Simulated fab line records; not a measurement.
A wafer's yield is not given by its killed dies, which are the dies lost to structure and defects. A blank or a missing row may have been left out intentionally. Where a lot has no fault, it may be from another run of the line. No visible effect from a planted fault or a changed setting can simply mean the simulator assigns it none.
Chamber matching -- flow n5 finfet -- rie diel-05 running N5_BEOL_M9_VIA_ETCH_34: 4 sister chambers
The step etches SiCOH lowk in C4F6/O2, target depth 182.4 nm, time 68.4 s. 4 wafers are shown with their chamber, then 8 later ones without.

## EACH WAFER AND ITS CHAMBER
wafer,chamber,drypump motor current A (A)
L080.2,3,4.9
L085.2,0,6.7
L085.6,2,5.3
L091.1,1,6.7

## WAFERS WITHOUT THEIR CHAMBER
wafer,drypump motor current A (A)
L091.2,5.0
L091.3,5.3
L096.1,5.0
L096.4,5.0
L096.5,5.3
L097.1,6.7
L097.3,6.7
L097.6,6.7

## CHAMBER TAKEN BY EACH
wafer,from the rows above,in truth
L091.2,3,3
L091.3,2,2
L096.1,3,3
L096.4,3,3
L096.5,2,2
L097.1,can't be placed: 0 or 1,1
L097.3,can't be placed: 0 or 1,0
L097.6,can't be placed: 0 or 1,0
Placed correctly: 5 of 8. These rows do not allow placing 3 (true chamber among the candidates in 3). 0 placed wrongly.
How it was worked out, from the rows above alone: a wafer's distance from a chamber is the root of the sum, over the readings, of the square of ((its reading less the chamber's mean) divided by the reading's scatter). The wafer belongs to the nearest chamber; if the next one is less than 2 further off, it can't be placed. The mean given for a chamber averages the wafers shown for that chamber. The scatter: root of mean squared gap, hidden wafer to nearest shown wafer, with one shown wafer a chamber.
